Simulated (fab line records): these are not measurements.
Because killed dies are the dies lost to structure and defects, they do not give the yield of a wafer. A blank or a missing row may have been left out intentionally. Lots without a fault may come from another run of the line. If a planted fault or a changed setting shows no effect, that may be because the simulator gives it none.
8D (eight disciplines) problem report, filled in by code | flow nandHarc | the parts of the form that need people (team, actions taken, sign-off) are left out

1. WHAT IS WRONG
runLengthS at NHARC_A_WL_FILL_ETCHBACK_04 reads a mean of 133.0 s on 3 wafers of 2 lots; wafers without a fault read 141.5 s with a standard deviation of 0.37. That is -23 standard deviations from the usual mean.
The step: etches the open film in NF3, target depth 60 nm, time 120 s.
First observed at day 26 11:51: wafer L590.3, on rieMetal-01. The record holds 39 wafers of 13 lots with a number at this step. By rule, "out" or "out of limits" means more than 4 standard deviations away from the usual mean. Any other wafer with a number is counted as sound.

2. WHAT IT IS AND WHAT IT IS NOT
question                    | is                     | is not
which readings at this step | runLengthS             | drypumpMotorCurrentA, oesProductAu
which lots                  | L590, L593             | L576, L578, L579, L580, L581, L582, L583, L595, L596, L597, L599
which wafers of those lots  | L590.3, L590.6, L593.6 | L590.4, L593.1, L593.4
read on which tools         | rieMetal-01            | rieMetal-02, rieMetal-03
when                        | from day 26 11:51      | up to then (22 sound wafers); but 14 sound wafers of L593, L595, L596, L597, L599 came after

3. SUSPECTS, AND WHAT RULES EACH OUT
Counting: a tool at a process step up to the reading stays a suspect if it ran every lot that is out. Sound lots after the first of them don't rule it out here, since some wafers of a struck lot are sound.
- rieMetal-01 at NHARC_A_WL_FILL_ETCHBACK_04 (etches the open film in NF3, target depth 60 nm, time 120 s): kept. Ran every lot that is out, first one L590 (day 26 11:51); last sound lot up to then L582 (day 23 00:17). Its own readings are out on those wafers: runLengthS.
Remaining after the count: rieMetal-01 at NHARC_A_WL_FILL_ETCHBACK_04.

4. THE CAUSE (what the simulator had put in)
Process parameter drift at NHARC_A_WL_FILL_ETCHBACK_04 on rieMetal-01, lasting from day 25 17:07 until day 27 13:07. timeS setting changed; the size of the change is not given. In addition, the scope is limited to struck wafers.
The count eliminated every tool but this one.

5. THE EFFECT CHAIN, in route order
Each row: a reading where the mean over the struck wafers with a number is more than 3 standard deviations away from the usual. Readings are gone through only where the record gives a usual standard deviation; hours: the median, over the lots, of the time from a lot's start at the first step in this table giving one to that lot's start at this step; sigmas: the change measured in usual standard deviations.
hours | step                        | reading    | usual   | on struck wafers | change | sigmas
0     | NHARC_A_WL_FILL_ETCHBACK_04 | runLengthS | 141.5 s | 133.0            | -8.5   | -23
Its process steps:
- NHARC_A_WL_FILL_ETCHBACK_04: etches the open film in NF3, target depth 60 nm, time 120 s.
Later steps that measure or inspect, where all struck wafers having a row at the step show a number for every such reading and not one has moved that far: NHARC_END_SORT_01.

6. HOW IT WOULD HAVE BEEN CAUGHT EARLIER
19 hours passed between the start of the fault at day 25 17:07 and the first reading out of limits in this record, taken at day 26 11:51.
